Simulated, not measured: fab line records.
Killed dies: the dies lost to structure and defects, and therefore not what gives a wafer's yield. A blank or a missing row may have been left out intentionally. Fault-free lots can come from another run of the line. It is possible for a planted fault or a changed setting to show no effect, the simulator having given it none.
Which tool did it? || flow nand-harc || 11 lots, 33 wafers sampled, at 4 steps of a route of 1159

## WHAT THE GAUGES READ, wafer by wafer
NHARC_END_SORT_01. Usual: defect-limited-yield 95.3 %, standard deviation 1.6; killed-at-array 27, standard deviation 11; killed-at-other 0.7, standard deviation 1.1; killed-at-periphery 3.6, standard deviation 2.4; killed-dies 32, standard deviation 11; killed-open 3.3, standard deviation 1.8; killed-short 2.1, standard deviation 1.5; sort_bin_2_pct 1.4 %, standard deviation 0.64; sort_bin_3_pct 0.29 %, standard deviation 0.22; sort_bin_4_pct 3.0 %, standard deviation 1.1; sort-n-pass 645, standard deviation 11; sort-rim-yield-pct 95 %, standard deviation 3.5; sort-yield-pct 95.3 %, standard deviation 1.6.
{"lot": "L676", "measured": "day 20 07:04", "on": "prober-01", "defect-limited-yield (%)": "96.3 97.6", "killed-at-array": "15 14", "killed-at-other": "2 0", "killed-at-periphery": "8 2", "killed-dies": "25 16", "killed-open": "3 0", "killed-short": "2 1", "sort_bin_2_pct (%)": "1.2 0.3", "sort_bin_3_pct (%)": "0.15 0.30", "sort_bin_4_pct (%)": "2.4 1.8", "sort-n-pass": "652 661", "sort-rim-yield-pct (%)": "93 96", "sort-yield-pct (%)": "96.3 97.6", "flag": ""}
{"lot": "L677", "measured": "day 22 06:44", "on": "prober-02", "defect-limited-yield (%)": 95.1, "killed-at-array": 28, "killed-at-other": 1, "killed-at-periphery": 4, "killed-dies": 33, "killed-open": 7, "killed-short": 2, "sort_bin_2_pct (%)": 1.6, "sort_bin_3_pct (%)": 0, "sort_bin_4_pct (%)": 3.2, "sort-n-pass": 644, "sort-rim-yield-pct (%)": 97, "sort-yield-pct (%)": 95.1, "flag": ""}
{"lot": "L682", "measured": "day 21 22:11", "on": "prober-01", "defect-limited-yield (%)": "94.1 92.0 94.2", "killed-at-array": "35 50 37", "killed-at-other": "2 0 0", "killed-at-periphery": "3 4 2", "killed-dies": "40 54 39", "killed-open": "3 6 2", "killed-short": "4 4 3", "sort_bin_2_pct (%)": "1.0 2.4 3.0", "sort_bin_3_pct (%)": "0.44 0.59 0.74", "sort_bin_4_pct (%)": "4.4 5.0 2.1", "sort-n-pass": "637 623 638", "sort-rim-yield-pct (%)": "92 98 99", "sort-yield-pct (%)": "94.1 92.0 94.2", "flag": ""}
{"lot": "L684", "measured": "day 22 13:46", "on": "prober-01", "defect-limited-yield (%)": "95.3 85.7 94.5", "killed-at-array": "29 95 34", "killed-at-other": "0 0 1", "killed-at-periphery": "3 2 2", "killed-dies": "32 97 37", "killed-open": "2 4 7", "killed-short": "3 1 3", "sort_bin_2_pct (%)": "1.9 6.8 2.5", "sort_bin_3_pct (%)": "0.30 2.95 0.15", "sort_bin_4_pct (%)": "2.5 4.6 2.8", "sort-n-pass": "645 580 640", "sort-rim-yield-pct (%)": "97 92 100", "sort-yield-pct (%)": "95.3 85.7 94.5", "flag": "OFF"}
{"lot": "L685", "measured": "day 22 21:32", "on": "prober-01", "defect-limited-yield (%)": "86.3 98.5 85.4", "killed-at-array": "91 9 97", "killed-at-other": "1 0 1", "killed-at-periphery": "1 1 1", "killed-dies": "93 10 99", "killed-open": "0 0 4", "killed-short": "3 3 3", "sort_bin_2_pct (%)": "6.9 0.4 6.8", "sort_bin_3_pct (%)": "2.81 0.15 2.95", "sort_bin_4_pct (%)": "4.0 0.9 4.9", "sort-n-pass": "584 667 578", "sort-rim-yield-pct (%)": "91 99 90", "sort-yield-pct (%)": "86.3 98.5 85.4", "flag": "OFF"}

## WHICH TOOL RAN EACH LOT (tool, then ch and the chambers of the sampled wafers, then the start)
{"lot": "L671", "NHARC_A_BONDPAD_DESCUM_11": "rie-diel-02 ch 0,3, day 18 03:25", "NHARC_A_BONDPAD_STRIP_15": "rie-diel-02 ch 0,1,2, day 18 03:48", "NHARC_A_BONDPAD_PVD_17": "pvd-sputter-01, no start"}
{"lot": "L675", "NHARC_A_BONDPAD_DESCUM_11": "rie-diel-13 ch 1,2,3, day 18 03:51", "NHARC_A_BONDPAD_STRIP_15": "rie-diel-02 ch 0,2,3, day 18 04:17", "NHARC_A_BONDPAD_PVD_17": "pvd-sputter-02, no start"}
{"lot": "L672", "NHARC_A_BONDPAD_DESCUM_11": "rie-diel-02 ch 2,3, day 18 06:52", "NHARC_A_BONDPAD_STRIP_15": "rie-diel-03 ch 0,3, day 18 07:16", "NHARC_A_BONDPAD_PVD_17": "pvd-sputter-01, no start"}
{"lot": "L676", "NHARC_A_BONDPAD_DESCUM_11": "rie-diel-02 ch 0,1,3, day 18 16:56", "NHARC_A_BONDPAD_STRIP_15": "rie-diel-13 ch 1,3, day 18 17:20", "NHARC_A_BONDPAD_PVD_17": "pvd-sputter-03, day 20 07:04 or earlier"}
{"lot": "L679", "NHARC_A_BONDPAD_DESCUM_11": "rie-diel-02 ch 0,1,2, day 20 04:59", "NHARC_A_BONDPAD_STRIP_15": "rie-diel-02 ch 1,3, day 20 05:23", "NHARC_A_BONDPAD_PVD_17": "pvd-sputter-01, no start"}
{"lot": "L677", "NHARC_A_BONDPAD_DESCUM_11": "rie-diel-02 ch 1,2,3, day 20 06:52", "NHARC_A_BONDPAD_STRIP_15": "rie-diel-02 ch 1,2,3, day 20 07:15", "NHARC_A_BONDPAD_PVD_17": "pvd-sputter-03, day 22 06:44 or earlier"}
{"lot": "L682", "NHARC_A_BONDPAD_DESCUM_11": "rie-diel-02 ch 0,1,2, day 20 11:05", "NHARC_A_BONDPAD_STRIP_15": "rie-diel-02 ch 0,2,3, day 20 11:28", "NHARC_A_BONDPAD_PVD_17": "pvd-sputter-01, day 21 22:11 or earlier"}
{"lot": "L684", "NHARC_A_BONDPAD_DESCUM_11": "rie-diel-02 ch 0,1,2, day 20 17:23", "NHARC_A_BONDPAD_STRIP_15": "rie-diel-02 ch 1,2, day 20 17:49", "NHARC_A_BONDPAD_PVD_17": "pvd-sputter-03, day 22 13:46 or earlier"}
{"lot": "L685", "NHARC_A_BONDPAD_DESCUM_11": "rie-diel-02 ch 0,2, day 21 05:17", "NHARC_A_BONDPAD_STRIP_15": "rie-diel-02 ch 2,3, day 21 05:40", "NHARC_A_BONDPAD_PVD_17": "pvd-sputter-03, day 22 21:32 or earlier"}
{"lot": "L694", "NHARC_A_BONDPAD_DESCUM_11": "rie-diel-13 ch 0,2,3, day 23 15:08", "NHARC_A_BONDPAD_STRIP_15": "rie-diel-03 ch 1,2,3, day 23 15:32", "NHARC_A_BONDPAD_PVD_17": "pvd-sputter-03, no start"}
{"lot": "L692", "NHARC_A_BONDPAD_DESCUM_11": "rie-diel-02 ch 0,3, day 24 00:05", "NHARC_A_BONDPAD_STRIP_15": "rie-diel-03 ch 0,1,3, day 24 00:30", "NHARC_A_BONDPAD_PVD_17": "pvd-sputter-02, no start"}
- NHARC_A_BONDPAD_DESCUM_11: chemistry O2, time 3 s.
- NHARC_A_BONDPAD_STRIP_15: strips in O2.
- NHARC_A_BONDPAD_PVD_17: deposits TaN, target thk 5 nm, time 8.06 s.

## AS READ BY THE TOOLS THEMSELVES (means over the sampled wafers that have a number; for cases with no such wafer, the mark the record gives instead)
NHARC_A_BONDPAD_DESCUM_11. Usual: drypump-motor-current-A 5.7 A, standard deviation 0.59; mfc-ar-sccm 0.001 sccm, standard deviation 0.0038; oes-product-au 0.994 a.u., standard deviation 0.017; rf-vpp-V 57.9 V, standard deviation 0.84; showerhead-plenum-p-Torr 1.93 Torr, standard deviation 0.091; throttle-valve-pct 11.312 %, standard deviation 0.0091.
{"lot": "L671", "tool": "rie-diel-02", "drypump-motor-current-A (A)": 5.9, "mfc-ar-sccm (sccm)": 0.000, "oes-product-au (a.u.)": 0.980, "rf-vpp-V (V)": 58.1, "showerhead-plenum-p-Torr (Torr)": 2.03, "throttle-valve-pct (%)": 11.303, "flag": ""}
{"lot": "L675", "tool": "rie-diel-13", "drypump-motor-current-A (A)": 5.7, "mfc-ar-sccm (sccm)": 0.004, "oes-product-au (a.u.)": 0.986, "rf-vpp-V (V)": 58.8, "showerhead-plenum-p-Torr (Torr)": 1.92, "throttle-valve-pct (%)": 11.310, "flag": ""}
{"lot": "L672", "tool": "rie-diel-02", "drypump-motor-current-A (A)": 5.8, "mfc-ar-sccm (sccm)": 0.000, "oes-product-au (a.u.)": 1.008, "rf-vpp-V (V)": 57.8, "showerhead-plenum-p-Torr (Torr)": 1.92, "throttle-valve-pct (%)": 11.312, "flag": ""}
{"lot": "L676", "tool": "rie-diel-02", "drypump-motor-current-A (A)": 5.8, "mfc-ar-sccm (sccm)": 0.000, "oes-product-au (a.u.)": 0.983, "rf-vpp-V (V)": 57.9, "showerhead-plenum-p-Torr (Torr)": 1.96, "throttle-valve-pct (%)": 11.307, "flag": ""}
{"lot": "L679", "tool": "rie-diel-02", "drypump-motor-current-A (A)": 5.3, "mfc-ar-sccm (sccm)": 0.000, "oes-product-au (a.u.)": 1.011, "rf-vpp-V (V)": 57.6, "showerhead-plenum-p-Torr (Torr)": 1.92, "throttle-valve-pct (%)": 11.314, "flag": ""}
{"lot": "L677", "tool": "rie-diel-02", "drypump-motor-current-A (A)": 5.7, "mfc-ar-sccm (sccm)": 0.000, "oes-product-au (a.u.)": 0.998, "rf-vpp-V (V)": 58.3, "showerhead-plenum-p-Torr (Torr)": 1.90, "throttle-valve-pct (%)": 11.312, "flag": ""}
{"lot": "L682", "tool": "rie-diel-02", "drypump-motor-current-A (A)": 5.3, "mfc-ar-sccm (sccm)": 0.000, "oes-product-au (a.u.)": 1.007, "rf-vpp-V (V)": 57.8, "showerhead-plenum-p-Torr (Torr)": 1.92, "throttle-valve-pct (%)": 11.313, "flag": ""}
{"lot": "L684", "tool": "rie-diel-02", "drypump-motor-current-A (A)": 5.3, "mfc-ar-sccm (sccm)": 0.000, "oes-product-au (a.u.)": 1.006, "rf-vpp-V (V)": 58.3, "showerhead-plenum-p-Torr (Torr)": 1.92, "throttle-valve-pct (%)": 11.314, "flag": ""}
{"lot": "L685", "tool": "rie-diel-02", "drypump-motor-current-A (A)": 5.4, "mfc-ar-sccm (sccm)": 0.000, "oes-product-au (a.u.)": 1.000, "rf-vpp-V (V)": 59.1, "showerhead-plenum-p-Torr (Torr)": 1.94, "throttle-valve-pct (%)": 11.302, "flag": ""}
{"lot": "L694", "tool": "rie-diel-13", "drypump-motor-current-A (A)": 5.8, "mfc-ar-sccm (sccm)": 0.001, "oes-product-au (a.u.)": 0.987, "rf-vpp-V (V)": 57.2, "showerhead-plenum-p-Torr (Torr)": 1.88, "throttle-valve-pct (%)": 11.306, "flag": ""}
{"lot": "L692", "tool": "rie-diel-02", "drypump-motor-current-A (A)": 6.4, "mfc-ar-sccm (sccm)": 0.000, "oes-product-au (a.u.)": 0.977, "rf-vpp-V (V)": 58.3, "showerhead-plenum-p-Torr (Torr)": 2.01, "throttle-valve-pct (%)": 11.308, "flag": ""}

NHARC_A_BONDPAD_STRIP_15. Usual: drypump-motor-current-A 5.7 A, standard deviation 0.61; mfc-ar-sccm 0.001 sccm, standard deviation 0.0044; oes-product-au 0.997 a.u., standard deviation 0.016; rf-vpp-V 57.8 V, standard deviation 0.91; showerhead-plenum-p-Torr 3.56 Torr, standard deviation 0.15; throttle-valve-pct 17.036 %, standard deviation 0.009.
{"lot": "L671", "tool": "rie-diel-02", "drypump-motor-current-A (A)": 5.3, "mfc-ar-sccm (sccm)": 0.000, "oes-product-au (a.u.)": 1.002, "rf-vpp-V (V)": 57.3, "showerhead-plenum-p-Torr (Torr)": 3.54, "throttle-valve-pct (%)": 17.045, "flag": ""}
{"lot": "L675", "tool": "rie-diel-02", "drypump-motor-current-A (A)": 5.8, "mfc-ar-sccm (sccm)": 0.000, "oes-product-au (a.u.)": 0.994, "rf-vpp-V (V)": 58.6, "showerhead-plenum-p-Torr (Torr)": 3.63, "throttle-valve-pct (%)": 17.039, "flag": ""}
{"lot": "L672", "tool": "rie-diel-03", "drypump-motor-current-A (A)": 6.3, "mfc-ar-sccm (sccm)": 0.011, "oes-product-au (a.u.)": 0.999, "rf-vpp-V (V)": 57.7, "showerhead-plenum-p-Torr (Torr)": 3.38, "throttle-valve-pct (%)": 17.033, "flag": ""}
{"lot": "L676", "tool": "rie-diel-13", "drypump-motor-current-A (A)": 6.1, "mfc-ar-sccm (sccm)": 0.006, "oes-product-au (a.u.)": 1.002, "rf-vpp-V (V)": 57.3, "showerhead-plenum-p-Torr (Torr)": 3.53, "throttle-valve-pct (%)": 17.042, "flag": ""}
{"lot": "L679", "tool": "rie-diel-02", "drypump-motor-current-A (A)": 6.2, "mfc-ar-sccm (sccm)": 0.000, "oes-product-au (a.u.)": 0.984, "rf-vpp-V (V)": 57.1, "showerhead-plenum-p-Torr (Torr)": 3.57, "throttle-valve-pct (%)": 17.041, "flag": ""}
{"lot": "L677", "tool": "rie-diel-02", "drypump-motor-current-A (A)": 5.7, "mfc-ar-sccm (sccm)": 0.000, "oes-product-au (a.u.)": 0.994, "rf-vpp-V (V)": 56.7, "showerhead-plenum-p-Torr (Torr)": 3.50, "throttle-valve-pct (%)": 17.043, "flag": ""}
{"lot": "L682", "tool": "rie-diel-02", "drypump-motor-current-A (A)": 5.8, "mfc-ar-sccm (sccm)": 0.000, "oes-product-au (a.u.)": 0.990, "rf-vpp-V (V)": 58.0, "showerhead-plenum-p-Torr (Torr)": 3.63, "throttle-valve-pct (%)": 17.034, "flag": ""}
{"lot": "L684", "tool": "rie-diel-02", "drypump-motor-current-A (A)": 5.2, "mfc-ar-sccm (sccm)": 0.000, "oes-product-au (a.u.)": 1.008, "rf-vpp-V (V)": 57.6, "showerhead-plenum-p-Torr (Torr)": 3.41, "throttle-valve-pct (%)": 17.035, "flag": ""}
{"lot": "L685", "tool": "rie-diel-02", "drypump-motor-current-A (A)": 5.8, "mfc-ar-sccm (sccm)": 0.000, "oes-product-au (a.u.)": 1.002, "rf-vpp-V (V)": 56.7, "showerhead-plenum-p-Torr (Torr)": 3.53, "throttle-valve-pct (%)": 17.037, "flag": ""}
{"lot": "L694", "tool": "rie-diel-03", "drypump-motor-current-A (A)": 5.9, "mfc-ar-sccm (sccm)": 0.011, "oes-product-au (a.u.)": 1.006, "rf-vpp-V (V)": 58.0, "showerhead-plenum-p-Torr (Torr)": 3.54, "throttle-valve-pct (%)": 17.026, "flag": ""}
{"lot": "L692", "tool": "rie-diel-03", "drypump-motor-current-A (A)": 5.9, "mfc-ar-sccm (sccm)": 0.005, "oes-product-au (a.u.)": 1.003, "rf-vpp-V (V)": 56.7, "showerhead-plenum-p-Torr (Torr)": 3.50, "throttle-valve-pct (%)": 17.035, "flag": ""}

NHARC_A_BONDPAD_PVD_17. Usual: bias-v 168.4 V, standard deviation 1.7; cathode-dc-power-W 15000 W, standard deviation 2.8; chamber-pressure-pa 0.12003 Pa, standard deviation 0.00027; substrate-temp-c 50.00 C, standard deviation 0.11; throttle-valve-pct 30.0 %, standard deviation 0.73.
{"lot": "L671", "tool": "pvd-sputter-01", "bias-v (V)": 168.6, "cathode-dc-power-W (W)": 14998, "chamber-pressure-pa (Pa)": 0.12004, "substrate-temp-c (C)": 50.08, "throttle-valve-pct (%)": 30.6, "flag": ""}
{"lot": "L675", "tool": "pvd-sputter-02", "bias-v (V)": 168.8, "cathode-dc-power-W (W)": 14999, "chamber-pressure-pa (Pa)": 0.12023, "substrate-temp-c (C)": 50.14, "throttle-valve-pct (%)": 29.6, "flag": ""}
{"lot": "L672", "tool": "pvd-sputter-01", "bias-v (V)": 167.8, "cathode-dc-power-W (W)": 14999, "chamber-pressure-pa (Pa)": 0.12008, "substrate-temp-c (C)": 49.92, "throttle-valve-pct (%)": 31.1, "flag": ""}
{"lot": "L676", "tool": "pvd-sputter-03", "bias-v (V)": 168.8, "cathode-dc-power-W (W)": 15000, "chamber-pressure-pa (Pa)": 0.12040, "substrate-temp-c (C)": 50.02, "throttle-valve-pct (%)": 30.7, "flag": ""}
{"lot": "L679", "tool": "pvd-sputter-01", "bias-v (V)": 168.4, "cathode-dc-power-W (W)": 15001, "chamber-pressure-pa (Pa)": 0.12038, "substrate-temp-c (C)": 49.94, "throttle-valve-pct (%)": 30.5, "flag": ""}
{"lot": "L677", "tool": "pvd-sputter-03", "bias-v (V)": 166.5, "cathode-dc-power-W (W)": 15000, "chamber-pressure-pa (Pa)": 0.12005, "substrate-temp-c (C)": 50.02, "throttle-valve-pct (%)": 29.7, "flag": ""}
{"lot": "L682", "tool": "pvd-sputter-01", "bias-v (V)": 167.4, "cathode-dc-power-W (W)": 15001, "chamber-pressure-pa (Pa)": 0.12017, "substrate-temp-c (C)": 49.99, "throttle-valve-pct (%)": 30.7, "flag": ""}
{"lot": "L684", "tool": "pvd-sputter-03", "bias-v (V)": 169.3, "cathode-dc-power-W (W)": 14999, "chamber-pressure-pa (Pa)": 0.11990, "substrate-temp-c (C)": 50.06, "throttle-valve-pct (%)": 29.7, "flag": ""}
{"lot": "L685", "tool": "pvd-sputter-03", "bias-v (V)": 170.0, "cathode-dc-power-W (W)": 15003, "chamber-pressure-pa (Pa)": 0.12008, "substrate-temp-c (C)": 50.05, "throttle-valve-pct (%)": 29.9, "flag": ""}
{"lot": "L694", "tool": "pvd-sputter-03", "bias-v (V)": 168.1, "cathode-dc-power-W (W)": 15002, "chamber-pressure-pa (Pa)": 0.11990, "substrate-temp-c (C)": 50.02, "throttle-valve-pct (%)": 29.9, "flag": ""}
{"lot": "L692", "tool": "pvd-sputter-02", "bias-v (V)": 168.1, "cathode-dc-power-W (W)": 15000, "chamber-pressure-pa (Pa)": 0.11996, "substrate-temp-c (C)": 49.95, "throttle-valve-pct (%)": 29.8, "flag": ""}

## THE ANSWER, worked out from the rows above alone
Rule: a lot counts as off when the mean over its wafers that have a number is more than 3 standard deviations away from the usual mean. Also off: a lot with no number at a reading for which 4 or more lots have one. Where the step has rows for the other lots, those lots are counted as sound. Order of review: gauges by route order, followed by the tools' own readings, for which a lot's mean as printed above is used. The first step at which some lot is off is used, and at that step the reading that is off furthest; a lot without a number counts as furthest.
Off at NHARC_END_SORT_01 (sort_bin_3_pct): L684, L685. Neither off nor sound, because the step has no rows for them: L671, L675, L672, L679, L694, L692.
A tool fits if, at a process step before that reading, it ran every lot that is off, and no sound lot after the first of them. Those tools and the gauges at NHARC_END_SORT_01 are tried in the same way. NHARC_A_BONDPAD_PVD_17 gives no start for some lots, so the hours and the order of its lots are those of NHARC_END_SORT_01. Can't be told from this: 3 tools fit, rie-diel-02 at NHARC_A_BONDPAD_DESCUM_11 and NHARC_A_BONDPAD_STRIP_15, pvd-sputter-03 at NHARC_A_BONDPAD_PVD_17, prober-01 at NHARC_END_SORT_01.

## WHAT HAD BEEN PUT IN BY THE SIMULATOR
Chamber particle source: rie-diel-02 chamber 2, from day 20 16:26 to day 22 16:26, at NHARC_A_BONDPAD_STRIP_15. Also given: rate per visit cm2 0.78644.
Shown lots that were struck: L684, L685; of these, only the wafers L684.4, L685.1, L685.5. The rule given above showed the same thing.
